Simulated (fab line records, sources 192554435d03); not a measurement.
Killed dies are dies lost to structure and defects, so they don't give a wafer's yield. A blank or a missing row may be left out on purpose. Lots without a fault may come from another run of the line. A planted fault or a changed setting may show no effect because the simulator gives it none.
fab line records | flow n5_finfet
record lots=24 wafers=72 last_day=18
route steps=1938 shown SD_EPI_P@322 ILD0@346 SDB@356
lots that met no fault: from a run of the same line without faults
start_h: hours from the record's first day to the start of the lot's first wafer shown | wait_h: hours since the lot's step before | " the same as in the row above | L1.1+2: a row that stands for several wafers | - no value, or no start given | * or withheld: withheld | < > ~ a bound
route shown NAME@n: a module of which the file shows steps, and the number in the route of the first | usual: mean/standard deviation of fault-free wafers | same: alike in all rows | chamber/n: place in a boat | sites: the reading at each site | _std_site: their standard deviation | _edge_site: outer sites' mean less inner sites' | radius_mm: how far each site lies from the wafer's centre | mask NAME#n: copy n | behind: the tool/chamber that last shaped the wafer | hold: why the lot was held/for how many hours/how that ended | device: the transistor (n, p or np) that didn't switch | end of line: the same wafers' tests at the end of the route | a step without rows: its recipe alone | killed: dies lost to structure and defects at the first sort, not the wafer's yield | map: a wafer's dies, x killed, . not, _ none there
set.NAME: the setting as run; set.NAME@STEP: as run at that earlier step | model.NAME: the simulator's own value behind a step, which no gauge read
steps of the route over a sample of lots; a table a step, a row a wafer
services: from which hour (start_h, from the record's first day; less than 0 if before it) a tool's chamber was out of use, for how many hours, and why
## steps
# step N5_SD_EPI_P_EPI_MEAS_23
# recipe mode=xrd
# usual thk_nm=61.3/1.2
# columns lot.wafer tool chamber start_h wait_h thk_nm
L074.1 film_metro-01 - 62.34 2.4 60.1
L074.3 " - " " 61.7
L074.6 " - " " 62.0
L075.1 film_metro-02 - 69.41 3.2 63.9
L075.4 " - " " 62.5
L075.5 " - " " 61.4
L076.2 film_metro-02 - 71.83 2.0 60.4
L076.3 " - " " 62.0
L076.6 " - " " 61.3
L077.1 film_metro-02 - 85.47 2.4 60.8
L077.2 " - " " 59.3
L077.4 " - " " 59.5
L078.1 film_metro-02 - 89.06 2.4 61.0
L078.2 " - " " 63.9
L078.6 " - " " 61.2
L079.1 film_metro-02 - 93.77 3.2 61.5
L079.3 " - " " 59.9
L079.5 " - " " 62.7
L080.2 film_metro-01 - 97.83 2.0 62.0
L080.3 " - " " 61.3
L080.4 " - " " 60.1
L081.1 film_metro-02 - 100.88 1.8 61.3
L081.3 " - " " 61.3
L081.6 " - " " 62.3
L082.2 film_metro-01 - 109.31 2.0 59.0
L082.3 " - " " 61.5
L082.6 " - " " 62.0
L083.3 film_metro-01 - 112.32 1.5 62.1
L083.4 " - " " 63.4
L083.5 " - " " 60.7
L084.1 film_metro-01 - 117.76 2.4 60.9
L084.2 " - " " 61.7
L084.5 " - " " 61.7
L085.2 film_metro-01 - 127.09 2.0 61.4
L085.5 " - " " 62.4
L085.6 " - " " 63.4
L086.1 film_metro-01 - 129.84 1.8 59.2
L086.2 " - " " 59.8
L086.5 " - " " 61.3
L087.2 film_metro-01 - 135.03 1.5 60.7
L087.4 " - " " 59.8
L087.6 " - " " 60.3
L088.1 film_metro-01 - 141.05 1.8 62.0
L088.5 " - " " 60.7
L088.6 " - " " 61.5
L089.2 film_metro-02 - 151.00 1.5 60.7
L089.4 " - " " 62.1
L089.6 " - " " 62.7
L090.1 film_metro-01 - 162.34 1.8 60.8
L090.2 " - " " 60.4
L090.6 " - " " 61.7
L091.4 film_metro-01 - 163.63 1.0 65.5
L091.5 " - " " 61.0
L091.6 " - " " 61.2
L092.1 film_metro-02 - 170.53 1.8 61.8
L092.2 " - " " 63.0
L092.4 " - " " 60.3
L093.1 film_metro-02 - 175.26 1.8 61.2
L093.3 " - " " 63.9
L093.4 " - " " 61.9
L095.2 film_metro-02 - 184.06 1.5 61.4
L095.4 " - " " 59.5
L095.5 " - " " 62.0
L094.1 film_metro-02 - 185.19 1.8 63.1
L094.3 " - " " 62.3
L094.6 " - " " 60.1
L096.1 film_metro-02 - 192.10 1.9 62.5
L096.4 " - " " 61.6
L096.5 " - " " 62.4
L097.1 film_metro-01 - 196.79 1.8 60.3
L097.4 " - " " 59.4
L097.6 " - " " 58.5
# step N5_ILD0_INSPECT_06
# recipe inspect_instrument=darkfield mode=post_cmp
# usual raw_defect_count=38/17
# columns lot.wafer tool chamber start_h wait_h raw_defect_count
L074.1 defect_inspect-02 - 70.01 0.0 45
L074.3 " - " " 70
L074.6 " - " " 82
L075.1 defect_inspect-01 - 77.13 0.0 16
L075.4 " - " " 12
L075.5 " - " " 18
L076.2 defect_inspect-02 - 79.03 0.0 59
L076.3 " - " " 72
L076.6 " - " " 41
L077.1 defect_inspect-01 - 92.73 0.0 38
L077.2 " - " " 32
L077.4 " - " " 73
L078.1 defect_inspect-01 - 96.67 0.0 52
L078.2 " - " " 35
L078.6 " - " " 34
L079.1 defect_inspect-02 - 102.63 0.0 43
L079.3 " - " " 32
L079.5 " - " " 28
L080.2 defect_inspect-01 - 105.39 0.0 28
L080.3 " - " " 22
L080.4 " - " " 14
L081.1 defect_inspect-01 - 108.08 0.0 14
L081.3 " - " " 24
L081.6 " - " " 34
L082.2 defect_inspect-02 - 116.77 0.0 28
L082.3 " - " " 43
L082.6 " - " " 41
L083.3 defect_inspect-01 - 120.01 0.0 45
L083.4 " - " " 20
L083.5 " - " " 31
L084.1 defect_inspect-02 - 125.86 0.0 64
L084.2 " - " " 61
L084.5 " - " " 58
L085.2 defect_inspect-02 - 134.31 0.0 29
L085.5 " - " " 40
L085.6 " - " " 49
L086.1 defect_inspect-02 - 137.40 0.0 42
L086.2 " - " " 32
L086.5 " - " " 50
L087.2 defect_inspect-01 - 143.40 0.0 23
L087.4 " - " " 24
L087.6 " - " " 30
L088.1 defect_inspect-01 - 148.58 0.0 44
L088.5 " - " " 40
L088.6 " - " " 21
L089.2 defect_inspect-02 - 158.54 0.0 73
L089.4 " - " " 30
L089.6 " - " " 77
L090.1 defect_inspect-01 - 169.57 0.0 33
L090.2 " - " " 54
L090.6 " - " " 18
L091.4 defect_inspect-02 - 170.85 0.0 39
L091.5 " - " " 21
L091.6 " - " " 53
L092.1 defect_inspect-02 - 177.79 0.0 56
L092.2 " - " " 26
L092.4 " - " " 65
L093.1 defect_inspect-02 - 182.60 0.0 27
L093.3 " - " " 36
L093.4 " - " " 42
L095.2 defect_inspect-02 - 192.35 0.0 34
L095.4 " - " " 29
L095.5 " - " " 44
L094.1 defect_inspect-02 - 193.31 0.0 14
L094.3 " - " " 44
L094.6 " - " " 39
L096.1 defect_inspect-01 - 199.81 0.0 22
L096.4 " - " " 15
L096.5 " - " " 38
L097.1 defect_inspect-02 - 204.53 0.0 36
L097.4 " - " " 37
L097.6 " - " " 35
# step N5_SDB_CD_MEAS_11
# recipe target_cd_nm=50 landing_energy_ev=500 detector=se_inlens polarity=opening
# usual cd_nm=50.0/1.1
# columns lot.wafer tool chamber start_h wait_h cd_nm
L074.1 cd_sem-03 0 70.50 - 48.0
L074.3 " 0 " " 49.7
L074.6 " 0 " " 49.6
L075.1 cd_sem-03 0 77.61 - 50.7
L075.4 " 0 " " 49.8
L075.5 " 0 " " 49.9
L076.2 cd_sem-01 0 79.39 - 49.1
L076.3 " 0 " " 50.1
L076.6 " 0 " " 49.4
L077.1 cd_sem-02 0 93.21 - 49.8
L077.2 " 0 " " 48.7
L077.4 " 0 " " 50.0
L078.1 cd_sem-01 0 97.16 - 52.2
L078.2 " 0 " " 52.4
L078.6 " 0 " " 49.6
L079.1 cd_sem-01 0 102.99 - 49.9
L079.3 " 0 " " 49.7
L079.5 " 0 " " 49.3
L080.2 cd_sem-01 0 105.75 - 51.6
L080.3 " 0 " " 49.6
L080.4 " 0 " " 51.2
L081.1 cd_sem-03 0 108.44 - 49.3
L081.3 " 0 " " 50.3
L081.6 " 0 " " 49.7
L082.2 cd_sem-03 0 117.13 - 50.1
L082.3 " 0 " " 49.6
L082.6 " 0 " " 49.1
L083.3 cd_sem-02 0 120.50 - 49.6
L083.4 " 0 " " 50.1
L083.5 " 0 " " 51.5
L084.1 cd_sem-03 0 126.35 - 52.3
L084.2 " 0 " " 50.3
L084.5 " 0 " " 51.0
L085.2 cd_sem-01 0 134.80 - 51.6
L085.5 " 0 " " 51.0
L085.6 " 0 " " 49.7
L086.1 cd_sem-03 0 137.78 - 51.1
L086.2 " 0 " " 48.7
L086.5 " 0 " " 50.1
L087.2 cd_sem-02 0 143.88 - 50.0
L087.4 " 0 " " 49.2
L087.6 " 0 " " 50.7
L088.1 cd_sem-03 0 148.95 - 49.1
L088.5 " 0 " " 48.8
L088.6 " 0 " " 49.2
L089.2 cd_sem-01 0 158.91 - 50.1
L089.4 " 0 " " 49.8
L089.6 " 0 " " 48.2
L090.1 cd_sem-03 0 170.06 - 49.7
L090.2 " 0 " " 50.3
L090.6 " 0 " " 49.9
L091.4 cd_sem-02 0 171.21 - 48.9
L091.5 " 0 " " 47.6
L091.6 " 0 " " 48.0
L092.1 cd_sem-03 0 178.28 - 51.0
L092.2 " 0 " " 51.2
L092.4 " 0 " " 50.0
L093.1 cd_sem-03 0 183.12 - 50.0
L093.3 " 0 " " 50.1
L093.4 " 0 " " 51.0
L095.2 cd_sem-03 0 192.84 - 50.7
L095.4 " 0 " " 53.5
L095.5 " 0 " " 50.9
L094.1 cd_sem-01 0 193.80 - 48.2
L094.3 " 0 " " 49.0
L094.6 " 0 " " 47.9
L096.1 cd_sem-02 0 200.17 - 49.4
L096.4 " 0 " " 50.1
L096.5 " 0 " " 49.0
L097.1 cd_sem-02 0 204.89 - 52.8
L097.4 " 0 " " 50.1
L097.6 " 0 " " 52.4
# step N5_SDB_INSPECT_13
# recipe mode=adi inspect_instrument=brightfield
# usual raw_defect_count=75/36
# columns lot.wafer tool chamber start_h wait_h raw_defect_count
L074.1 defect_inspect-02 - 70.55 0.0 67
L074.3 " - " " 75
L074.6 " - " " 55
L075.1 defect_inspect-02 - 77.67 0.0 50
L075.4 " - " " 68
L075.5 " - " " 102
L076.2 defect_inspect-02 - 79.44 0.0 115
L076.3 " - " " 146
L076.6 " - " " 98
L077.1 defect_inspect-01 - 93.27 0.0 46
L077.2 " - " " 85
L077.4 " - " " 48
L078.1 defect_inspect-02 - 97.22 0.0 60
L078.2 " - " " 83
L078.6 " - " " 90
L079.1 defect_inspect-02 - 103.05 0.0 35
L079.3 " - " " 19
L079.5 " - " " 37
L080.2 defect_inspect-02 - 105.81 0.0 142
L080.3 " - " " 170
L080.4 " - " " 54
L081.1 defect_inspect-01 - 108.50 0.0 97
L081.3 " - " " 39
L081.6 " - " " 68
L082.2 defect_inspect-01 - 117.18 0.0 27
L082.3 " - " " 86
L082.6 " - " " 40
L083.3 defect_inspect-01 - 120.55 0.0 42
L083.4 " - " " 36
L083.5 " - " " 44
L084.1 defect_inspect-01 - 126.41 0.0 48
L084.2 " - " " 73
L084.5 " - " " 36
L085.2 defect_inspect-02 - 134.85 0.0 42
L085.5 " - " " 48
L085.6 " - " " 51
L086.1 defect_inspect-01 - 137.83 0.0 90
L086.2 " - " " 55
L086.5 " - " " 57
L087.2 defect_inspect-02 - 143.94 0.0 95
L087.4 " - " " 58
L087.6 " - " " 78
L088.1 defect_inspect-02 - 149.00 0.0 68
L088.5 " - " " 43
L088.6 " - " " 67
L089.2 defect_inspect-01 - 158.96 0.0 60
L089.4 " - " " 85
L089.6 " - " " 47
L090.1 defect_inspect-01 - 170.11 0.0 121
L090.2 " - " " 79
L090.6 " - " " 111
L091.4 defect_inspect-01 - 171.27 0.0 72
L091.5 " - " " 52
L091.6 " - " " 35
L092.1 defect_inspect-02 - 178.33 0.0 92
L092.2 " - " " 116
L092.4 " - " " 104
L093.1 defect_inspect-01 - 183.17 0.0 34
L093.3 " - " " 49
L093.4 " - " " 40
L095.2 defect_inspect-02 - 192.89 0.0 106
L095.4 " - " " 123
L095.5 " - " " 69
L094.1 defect_inspect-02 - 193.86 0.0 55
L094.3 " - " " 43
L094.6 " - " " 97
L096.1 defect_inspect-02 - 200.23 0.0 72
L096.4 " - " " 68
L096.5 " - " " 68
L097.1 defect_inspect-01 - 204.94 0.0 52
L097.4 " - " " 52
L097.6 " - " " 66
# step N5_SDB_CMP_30
# recipe stop_on=poly-Si t_overpolish_s=1.54 post_cmp_clean=alkaline_brush down_force_psi=4.1491 platen_rpm=51.796 pad_velocity_m_s=1.0306 target_thk_nm=30
# usual motor_current_A=13.0/1.4 overpolish_run_s=1.540/0.0098 platen_rpm=51.79/0.035 retaining_ring_pressure_frac=1.000/0.0052 time_to_endpoint_s=16.9/2.5
# same t_overpolish_s=1.54
# columns lot.wafer tool chamber start_h wait_h motor_current_A overpolish_run_s platen_rpm retaining_ring_pressure_frac time_to_endpoint_s
L074.1 cmp-04 2 74.34 1.4 13.1 1.532 51.84 0.996 20.1
L074.3 " 3 " " 10.5 1.539 51.87 0.993 22.2
L074.6 " 1 " " 13.4 1.553 51.80 1.000 19.8
L075.1 cmp-04 1 81.23 1.4 12.9 1.542 51.76 1.001 15.0
L075.4 " 0 " " 9.6 1.528 51.75 1.002 18.2
L075.5 " 2 " " 14.1 1.543 51.80 0.998 17.7
L076.2 cmp-04 2 84.10 1.4 13.8 1.556 51.78 0.995 17.9
L076.3 " 1 " " 13.3 1.526 51.81 1.011 17.6
L076.6 " 3 " " 10.4 1.558 51.80 0.999 22.3
L077.2 cmp-03 2 97.18 1.4 13.0 1.541 51.78 1.007 16.3
L077.4 " 3 " " 12.3 1.531 51.81 0.998 14.1
L077.1 " 0 " " 14.2 1.546 51.82 0.997 15.7
L078.1 cmp-02 3 100.89 1.4 11.8 1.531 51.83 0.992 19.7
L078.2 " 1 " " 12.9 1.540 51.79 1.001 17.7
L078.6 " 0 " " 14.0 1.554 51.77 0.993 17.1
L079.3 cmp-03 2 107.51 1.6 12.3 1.540 51.83 1.002 15.1
L079.1 " 3 " " 12.1 1.551 51.84 0.997 15.4
L079.5 " 0 " " 13.9 1.572 51.76 0.997 16.2
L080.4 cmp-02 0 109.55 0.1 14.4 1.532 51.82 1.000 13.9
L080.2 " 1 " " 12.1 1.552 51.73 1.004 20.0
L080.3 " 2 " " 14.2 1.519 51.79 1.008 18.0
L081.3 cmp-02 2 113.92 2.8 14.3 1.555 51.80 1.008 19.3
L081.1 " 0 " " 15.1 1.538 51.81 0.999 16.4
L081.6 " 1 " " 11.7 1.530 51.78 0.998 21.3
L082.2 cmp-03 3 121.00 1.4 12.1 1.535 51.78 0.998 14.3
L082.3 " 1 " " 13.6 1.536 51.76 1.002 18.7
L082.6 " 0 " " 14.6 1.558 51.78 1.005 12.9
L083.4 cmp-02 2 124.40 0.1 14.3 1.543 51.82 1.005 19.5
L083.3 " 3 " " 11.6 1.535 51.79 1.000 16.0
L083.5 " 1 " " 11.8 1.538 51.79 0.999 19.7
L084.2 cmp-04 0 130.28 1.4 9.8 1.534 51.77 0.999 17.6
L084.1 " 1 " " 13.8 1.546 51.81 1.001 15.3
L084.5 " 1 " " 14.1 1.548 51.82 0.997 17.2
L085.2 cmp-03 0 138.66 1.5 13.8 1.531 51.75 1.002 14.7
L085.5 " 1 " " 13.2 1.542 51.76 1.003 16.3
L085.6 " 2 " " 12.5 1.528 51.82 1.000 12.9
L086.2 cmp-02 2 141.90 1.4 14.5 1.536 51.82 1.000 19.2
L086.1 " 3 " " 11.8 1.532 51.78 0.992 18.6
L086.5 " 2 " " 14.2 1.551 51.74 1.000 17.8
L087.2 cmp-02 0 148.45 1.5 15.1 1.544 51.78 1.006 16.7
L087.4 " 1 " " 12.3 1.538 51.79 0.999 20.2
L087.6 " 2 " " 14.3 1.566 51.78 0.995 20.0
L088.1 cmp-02 2 152.69 1.5 14.5 1.547 51.83 0.999 19.0
L088.5 " 3 " " 11.8 1.557 51.79 0.992 18.1
L088.6 " 0 " " 15.1 1.545 51.83 0.997 17.2
L089.2 cmp-03 3 162.76 1.5 12.3 1.553 51.83 0.999 15.7
L089.4 " 0 " " 15.2 1.542 51.78 0.996 14.9
L089.6 " 1 " " 12.8 1.533 51.80 1.011 18.3
L090.1 cmp-03 0 173.68 1.4 14.7 1.538 51.81 0.993 16.9
L090.2 " 1 " " 12.7 1.525 51.77 1.006 19.1
L090.6 " 1 " " 13.8 1.534 51.73 1.009 18.7
L091.4 cmp-03 0 174.92 1.5 14.6 1.535 51.81 1.009 14.3
L091.5 " 2 " " 12.3 1.549 51.79 1.005 17.7
L091.6 " 3 " " 12.4 1.543 51.78 0.993 13.9
L092.1 cmp-02 3 182.66 1.4 11.7 1.542 51.88 0.999 16.6
L092.4 " 1 " " 12.6 1.548 51.87 0.993 17.8
L092.2 " 2 " " 15.1 1.545 51.79 1.006 19.0
L093.1 cmp-03 0 187.00 1.4 14.2 1.545 51.81 1.004 14.8
L093.4 " 1 " " 12.8 1.533 51.81 0.994 17.6
L093.3 " 2 " " 12.0 1.549 51.81 0.994 14.1
L095.2 cmp-04 2 197.07 1.5 13.5 1.529 51.79 1.002 16.9
L095.4 " 3 " " 10.7 1.549 51.74 0.992 20.9
L095.5 " 0 " " 9.6 1.546 51.80 1.000 20.5
L094.3 cmp-02 1 197.65 1.4 11.8 1.537 51.80 0.998 17.2
L094.1 " 3 " " 11.3 1.543 51.79 1.005 15.4
L094.6 " 1 " " 11.7 1.529 51.87 1.001 17.6
L096.4 cmp-02 2 204.06 1.4 14.2 1.551 51.79 1.003 14.9
L096.1 " 0 " " 14.9 1.529 51.83 0.996 13.2
L096.5 " 2 " " 15.0 1.537 51.83 1.003 16.7
L097.1 cmp-03 0 209.00 1.4 14.4 1.548 51.82 1.001 9.6
L097.4 " 2 " " 12.4 1.551 51.82 1.006 14.1
L097.6 " 0 " " 14.0 1.556 51.76 0.997 14.2
# step N5_SDB_INSPECT_36
# recipe inspect_instrument=darkfield mode=post_cmp
# usual raw_defect_count=34/14
# columns lot.wafer tool chamber start_h wait_h raw_defect_count
L074.1 defect_inspect-01 - 74.62 0.0 20
L074.3 " - " " 32
L074.6 " - " " 26
L075.1 defect_inspect-01 - 81.55 0.0 23
L075.4 " - " " 18
L075.5 " - " " 36
L076.2 defect_inspect-01 - 84.42 0.0 41
L076.3 " - " " 19
L076.6 " - " " 28
L077.1 defect_inspect-01 - 97.50 0.0 32
L077.2 " - " " 27
L077.4 " - " " 27
L078.1 defect_inspect-02 - 101.20 0.0 49
L078.2 " - " " 26
L078.6 " - " " 19
L079.1 defect_inspect-02 - 107.76 0.0 48
L079.3 " - " " 47
L079.5 " - " " 52
L080.2 defect_inspect-02 - 109.83 0.0 24
L080.3 " - " " 40
L080.4 " - " " 18
L081.1 defect_inspect-02 - 114.20 0.0 54
L081.3 " - " " 36
L081.6 " - " " 16
L082.2 defect_inspect-02 - 121.32 0.0 23
L082.3 " - " " 30
L082.6 " - " " 29
L083.3 defect_inspect-01 - 124.65 0.0 24
L083.4 " - " " 34
L083.5 " - " " 28
L084.1 defect_inspect-01 - 130.60 0.0 13
L084.2 " - " " 29
L084.5 " - " " 29
L085.2 defect_inspect-01 - 138.87 0.0 19
L085.5 " - " " 31
L085.6 " - " " 31
L086.1 defect_inspect-01 - 142.22 0.0 28
L086.2 " - " " 25
L086.5 " - " " 15
L087.2 defect_inspect-02 - 148.69 0.0 26
L087.4 " - " " 49
L087.6 " - " " 54
L088.1 defect_inspect-02 - 152.90 0.0 55
L088.5 " - " " 53
L088.6 " - " " 68
L089.2 defect_inspect-02 - 163.33 0.0 33
L089.4 " - " " 31
L089.6 " - " " 21
L090.1 defect_inspect-02 - 174.00 0.0 54
L090.2 " - " " 52
L090.6 " - " " 31
L091.4 defect_inspect-02 - 175.17 0.0 28
L091.5 " - " " 36
L091.6 " - " " 25
L092.1 defect_inspect-01 - 182.98 0.0 47
L092.2 " - " " 33
L092.4 " - " " 69
L093.1 defect_inspect-02 - 187.29 0.0 16
L093.3 " - " " 48
L093.4 " - " " 21
L095.2 defect_inspect-02 - 197.31 0.0 23
L095.4 " - " " 31
L095.5 " - " " 46
L094.1 defect_inspect-02 - 197.93 0.0 20
L094.3 " - " " 23
L094.6 " - " " 27
L096.1 defect_inspect-01 - 204.38 0.0 16
L096.4 " - " " 43
L096.5 " - " " 20
L097.1 defect_inspect-01 - 209.28 0.0 57
L097.4 " - " " 55
L097.6 " - " " 48
## services
# columns tool chamber start_h hours kind
cmp-03 - 51.56 4.0 pm
cmp-03 - 55.56 - consumable_replace:conditioner
cmp-03 - 55.56 - consumable_replace:pad
cmp-02 - 55.94 0.7 repair
cmp-02 - 63.12 1.1 repair
cmp-02 - 95.36 3.7 pm
cmp-02 - 149.95 1.8 repair
cmp-04 - 158.07 4.0 pm
cmp-02 - 158.13 5.8 repair
cmp-04 - 162.07 - consumable_replace:conditioner
cmp-04 - 162.07 - consumable_replace:pad
cmp-04 - 163.54 6.9 pm
cmp-04 - 182.52 2.2 repair
cmp-04 - 190.31 1.1 repair
cmp-03 - 196.14 5.3 pm
## key
fault none
